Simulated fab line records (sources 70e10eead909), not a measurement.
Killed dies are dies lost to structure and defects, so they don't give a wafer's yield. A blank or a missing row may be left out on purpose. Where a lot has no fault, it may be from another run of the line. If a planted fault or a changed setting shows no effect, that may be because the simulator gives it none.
A lot that was struck, set against a sound lot :: flow nand-harc :: 23 steps out of a route of 1302
Sound: these wafers, L807.2, L807.3, L807.5. The struck wafers were L796.1, L796.5, L796.6. At the end, the cause is stated.
Each step with rows lists, per side, the tool, then ch with its chambers, then its first start. Under that, the readings that differ: sound wafers :: struck wafers :: difference of the means :: sigmas: that difference in standard deviations of wafers without a fault.
alike: words and numbers the same on both sides, and readings whose means are apart by under 2 such deviations; not compared: readings that were withheld, readings missing a value for some wafer, numbers with overlapping values and no deviation given by the record, and bounds like >300 which may hide the same value.
Wherever a step has rows on one side only, a row that says differs or no value, or a row with sigmas, the two part there. When numbers do not overlap yet have no deviation, they are printed without sigmas and do not part them. Lack of a reading on every wafer of one side parts them only where that side has two or more wafers.

NHARC_A_CHANNEL_HOLE_D1_ETCH_16: etches the open film in O2/COS, target depth 3100 nm, time 806 s.
  sound on rie-diel-06 ch 0,1,2; struck on rie-diel-06 ch 2,3
  alike: drypump-motor-current-A, oes-product-au, rf-vpp-V, showerhead-plenum-p-Torr, throttle-valve-pct
  not compared: rf-hours-counter-h
NHARC_A_CHANNEL_HOLE_D1_CD_MEAS_18:
  sound on cd-sem-01, day 16 19:46; struck on cd-sem-02, day 12 14:29
  alike: cd-nm
NHARC_A_CHANNEL_HOLE_D1_ETCH_19: etches the open film in C4F8/O2/Ar, time 34.5 s.
  sound on har-etch-01 ch 0, day 16 21:59; struck on har-etch-02 ch 0,1, day 12 14:33
  alike: drypump-motor-current-A, he-backside-leak-sccm, oes-air-line-au, showerhead-plenum-p-Torr, throttle-valve-pct
  not compared: rf-hours-counter-h
NHARC_A_CHANNEL_HOLE_D1_ETCH_20: etches the open film in C4F8/O2/Ar, time 361.9 s, target depth 1600 nm.
  sound on har-etch-01 ch 0, day 16 22:06; struck on har-etch-02 ch 0,1, day 12 14:40
  alike: drypump-motor-current-A, he-backside-leak-sccm, oes-air-line-au, showerhead-plenum-p-Torr, throttle-valve-pct
  not compared: rf-hours-counter-h
then, 5 steps without rows for these wafers: NHARC_A_CHANNEL_HOLE_D1_ETCH_21 (etches the open film in C4F8/O2/Ar, time 514.3 s, target depth 1600 nm); NHARC_A_CHANNEL_HOLE_D1_ETCH_22 (etches the open film in C4F8/O2/Ar, time 666.7 s, target depth 1600 nm); NHARC_A_CHANNEL_HOLE_D1_ETCH_23 (etches the open film in C4F8/O2/Ar, time 819 s, target depth 1600 nm); NHARC_A_CHANNEL_HOLE_D1_ETCH_24 (etches the open film in C4F8/O2/Ar, time 906.2 s, target depth 1500 nm); NHARC_A_CHANNEL_HOLE_D1_ETCH_25 (etches the open film in C4F8/O2/Ar, time 1040.2 s, target depth 1500 nm).
NHARC_A_CHANNEL_HOLE_D1_ETCH_26: etches the open film in C4F8/O2/Ar, time 224.1 s, target depth 300 nm.
  sound on har-etch-01 ch 0, day 17 01:45; struck on har-etch-02 ch 0,1, day 12 18:19
  alike: drypump-motor-current-A, he-backside-leak-sccm, oes-air-line-au, showerhead-plenum-p-Torr, throttle-valve-pct
  not compared: rf-hours-counter-h
then, 2 steps without rows for these wafers: NHARC_A_CHANNEL_HOLE_D1_ETCH_33 (etches the open film in C4F8/O2/Ar, time 90 s, target depth 400 nm); NHARC_A_CHANNEL_HOLE_D1_STRIP_41 (strips in N2/H2).
NHARC_A_CHANNEL_HOLE_D1_STRIP_42: strips in CF4/CHF3.
  sound on rie-diel-04 ch 0,2,3, day 17 02:35; struck on rie-diel-06 ch 1,2, day 12 19:08
then, 5 steps without rows for these wafers: NHARC_A_CHANNEL_HOLE_D1_STRIP_43 (strips in O2/COS); NHARC_A_CHANNEL_HOLE_D1_ETCH_44 (etches the open film in CF4/O2, target depth 140 nm, overetch 14 nm, time 77 s); NHARC_A_CHANNEL_HOLE_D1_STRIP_27 (strips in O2); NHARC_A_CHANNEL_HOLE_D1_PRECLEAN_28 (cleans in SC1); NHARC_A_CHANNEL_HOLE_D1_SRD_29.
NHARC_A_CHANNEL_HOLE_D1_CD_MEAS_30:
  sound on cd-sem-01, day 17 03:30; struck on cd-sem-03, day 12 20:03
  alike: cd-nm
NHARC_A_CHANNEL_HOLE_D1_XSEM_31:
  sound on xsem-02 ch 0, day 17 03:35; struck on xsem-01 ch 0, day 12 20:08
  alike: bot-cd-nm, bow-nm, tilt-deg
NHARC_A_CHANNEL_HOLE_D1_INSPECT_40:
  sound on defect-inspect-02, day 17 03:41; struck on defect-inspect-01, day 12 20:14
reading: raw-defect-count
sound: 56 79 61
struck: 478 497 451
difference: +410
sigmas: +16
then, 1 step without rows for these wafers: NHARC_A_CHANNEL_FILL_D1_PRECLEAN_00 (cleans in SC1).
-- record jumps: 15 days between struck wafers' starts before vs after; left off in module A_CHANNEL_FILL_D1, resumes in module END, first step shown is number 1302 of the route --
NHARC_END_SORT_01:
  sound on prober-01 ch 0, day 32 19:09; struck on prober-01 ch 0, day 28 06:44
reading: killed-at-array
sound: 25 25 25
struck: 104 128 112
difference: +90
sigmas: +6

reading: killed-dies
sound: 30 30 34
struck: 112 135 119
difference: +91
sigmas: +6
  alike: killed-at-other, killed-at-periphery, killed-open, killed-short

## WHERE THEY PART
First at NHARC_A_CHANNEL_HOLE_D1_INSPECT_40; last, within this record, at NHARC_END_SORT_01.

WHY: what the simulator had put in
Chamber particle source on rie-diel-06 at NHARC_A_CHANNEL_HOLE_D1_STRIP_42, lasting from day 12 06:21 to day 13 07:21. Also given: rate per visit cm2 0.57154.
